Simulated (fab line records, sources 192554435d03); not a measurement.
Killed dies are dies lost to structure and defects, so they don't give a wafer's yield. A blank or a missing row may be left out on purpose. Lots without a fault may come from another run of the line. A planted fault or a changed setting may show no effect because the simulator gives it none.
Chamber matching | flow n5_finfet | N5_BEOL_M2_CO_CAP_55 on cvd_co-01: 3 sister chambers
The step material Co, precursor CCTBA/H2, target thk 2 nm, time 102.1 s. 6 wafers are shown with their chamber, then 12 later ones without.

WAFERS WITH THEIR CHAMBER
wafer  | chamber | heater_power_w (W)
L083.1 | 2       | 192
L087.2 | 2       | 186
L087.6 | 0       | 241
L088.1 | 1       | 230
L088.2 | 0       | 232
L088.6 | 1       | 231

WAFERS WITHOUT THEIR CHAMBER
wafer  | heater_power_w (W)
L089.1 | 232
L089.3 | 188
L089.5 | 189
L091.1 | 231
L091.3 | 188
L091.5 | 234
L093.1 | 230
L093.3 | 188
L093.4 | 238
L095.2 | 187
L095.3 | 239
L095.5 | 191

WHICH CHAMBER EACH WENT THROUGH
wafer  | from the rows above     | in truth
L089.1 | can't be placed: 1 or 0 | 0
L089.3 | 2                       | 2
L089.5 | 2                       | 2
L091.1 | can't be placed: 1 or 0 | 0
L091.3 | 2                       | 2
L091.5 | can't be placed: 0 or 1 | 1
L093.1 | can't be placed: 1 or 0 | 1
L093.3 | 2                       | 2
L093.4 | can't be placed: 0 or 1 | 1
L095.2 | 2                       | 2
L095.3 | can't be placed: 0 or 1 | 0
L095.5 | 2                       | 2
Placed correctly: 6 of 12. Can't be placed from these rows: 6 (the true chamber is among the candidates in 6). Placed wrongly: 0.
How it was worked out, from the rows above alone: a wafer's distance from a chamber is the root of the sum, over the readings, of the square of ((its reading less the chamber's mean) divided by the reading's scatter). The wafer belongs to the nearest chamber; if the next one is less than 2 further off, it can't be placed. A chamber's mean is the mean of its shown wafers. The scatter: the root of (the sum of the squares of (reading less its chamber's mean) over the shown wafers, divided by (wafers less chambers)).
